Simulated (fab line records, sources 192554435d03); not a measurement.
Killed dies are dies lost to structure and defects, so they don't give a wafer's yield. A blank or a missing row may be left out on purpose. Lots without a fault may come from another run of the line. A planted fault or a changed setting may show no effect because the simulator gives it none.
Tool commonality check | flow n5_finfet | 12 lots, 29 wafers sampled

WHY IT WAS OPENED
At N5_BEOL_M7_OVL_MEAS_12 the reading M7_OVL is flagged on 2 of 12 lots. Wafers without a fault read -0.2 nm, standard deviation 0.8.
Rule: a lot is flagged when every wafer of it that has a number lies more than 4 standard deviations from that mean, or none has a number. The other lots count as sound.

lot  | measured     | on         | M7_OVL (nm), wafer by wafer | flag
L225 | day 11 13:49 | overlay-02 | 1.4 -0.5                    |
L226 | day 11 16:26 | overlay-02 | 0.0 0.2                     |
L231 | day 12 00:03 | overlay-02 | -0.2 0.3 0.2                |
L224 | day 12 00:19 | overlay-02 | -0.7 -0.9 0.1               |
L228 | day 12 11:32 | overlay-02 | -0.4 -0.7 -0.5              |
L227 | day 12 17:29 | overlay-02 | -1.3 -2.0                   |
L232 | day 13 10:29 | overlay-01 | 1.1 0.8                     |
L234 | day 13 16:02 | overlay-02 | -0.5 -0.2                   |
L233 | day 13 16:13 | overlay-01 | 1.3 -0.5                    |
L236 | day 13 19:37 | overlay-01 | 0.9 -0.6                    |
L243 | day 15 21:40 | overlay-01 | 13.7 13.2 13.9              | FLAGGED
L244 | day 16 12:23 | overlay-02 | 14.3 15.1 15.0              | FLAGGED
The numbers of the flagged lots are 14.2 nm on average: +14.4 nm against the usual, or +18 standard deviations.

WHICH TOOL RAN EACH LOT
The record holds 2 process steps before the reading, out of a route of 1938 steps. In each cell: the tool, then ch and the chambers that the sampled wafers went through, then the start.
lot  | flag    | N5_BEOL_M7_ILD_DEP_00           | N5_BEOL_M7_EXPOSE_08
L225 |         | pecvd-02 ch 2, day 11 12:32     | arfi_scanner-03 ch 0, day 11 13:39
L226 |         | pecvd-01 ch 1,2, day 11 14:19   | arfi_scanner-01 ch 0, day 11 16:17
L231 |         | pecvd-03 ch 1,2, day 11 22:25   | arfi_scanner-03 ch 0, day 11 23:54
L224 |         | pecvd-02 ch 0,1,2, day 11 22:35 | arfi_scanner-01 ch 0, day 12 00:10
L228 |         | pecvd-02 ch 0,1,2, day 12 08:26 | arfi_scanner-03 ch 0, day 12 11:23
L227 |         | pecvd-02 ch 0,2, day 12 15:21   | arfi_scanner-01 ch 0, day 12 17:19
L232 |         | pecvd-02 ch 0, day 13 08:38     | arfi_scanner-03 ch 0, day 13 10:20
L234 |         | pecvd-03 ch 1,2, day 13 13:28   | arfi_scanner-01 ch 0, day 13 15:53
L233 |         | pecvd-03 ch 0,1, day 13 13:46   | arfi_scanner-03 ch 0, day 13 16:05
L236 |         | pecvd-02 ch 0,2, day 13 16:37   | arfi_scanner-03 ch 0, day 13 19:27
L243 | FLAGGED | pecvd-02 ch 0,1,2, day 15 19:55 | arfi_scanner-03 ch 0, day 15 21:30
L244 | FLAGGED | pecvd-02 ch 0,1,2, day 16 10:41 | arfi_scanner-03 ch 0, day 16 12:14
What these steps do:
- N5_BEOL_M7_ILD_DEP_00: deposits SiCOH lowk from DEMS/porogen, target thk 179.75 nm, time 33.4 s.
- N5_BEOL_M7_EXPOSE_08: exposes mask M7.
- N5_BEOL_M7_OVL_MEAS_12

FLAGGED OVER TOTAL, TOOL BY TOOL (the gauges that took the reading come last)
step                   | tool            | lots run | flagged | share of the flagged lots | sound lots run after its first flagged lot
N5_BEOL_M7_ILD_DEP_00  | pecvd-01        | 1        | 0       | none                      | -
N5_BEOL_M7_ILD_DEP_00  | pecvd-02        | 8        | 2       | all                       | 0
N5_BEOL_M7_ILD_DEP_00  | pecvd-03        | 3        | 0       | none                      | -
N5_BEOL_M7_EXPOSE_08   | arfi_scanner-01 | 4        | 0       | none                      | -
N5_BEOL_M7_EXPOSE_08   | arfi_scanner-03 | 8        | 2       | all                       | 0
N5_BEOL_M7_OVL_MEAS_12 | overlay-01      | 4        | 1       | some                      | 0
N5_BEOL_M7_OVL_MEAS_12 | overlay-02      | 8        | 1       | some                      | 0

WHAT THE TABLE ALLOWS
2 rows of the table ran every flagged lot: pecvd-02 at N5_BEOL_M7_ILD_DEP_00, arfi_scanner-03 at N5_BEOL_M7_EXPOSE_08.
- pecvd-02 at N5_BEOL_M7_ILD_DEP_00: 2 of its 8 lots flagged. Its last sound lot is L236 (day 13 16:37), its first flagged lot L243 (day 15 19:55): a fault that began between those two fits.
- arfi_scanner-03 at N5_BEOL_M7_EXPOSE_08: 2 of its 8 lots flagged. Its last sound lot is L236 (day 13 19:27), its first flagged lot L243 (day 15 21:30): a fault that began between those two fits.
Counting lots can't tell these 2 tools apart, because each fits a fault that began at some hour. More lots, or a look at what each step does to the wafer, might.

WHAT THE SIMULATOR HAD PUT IN
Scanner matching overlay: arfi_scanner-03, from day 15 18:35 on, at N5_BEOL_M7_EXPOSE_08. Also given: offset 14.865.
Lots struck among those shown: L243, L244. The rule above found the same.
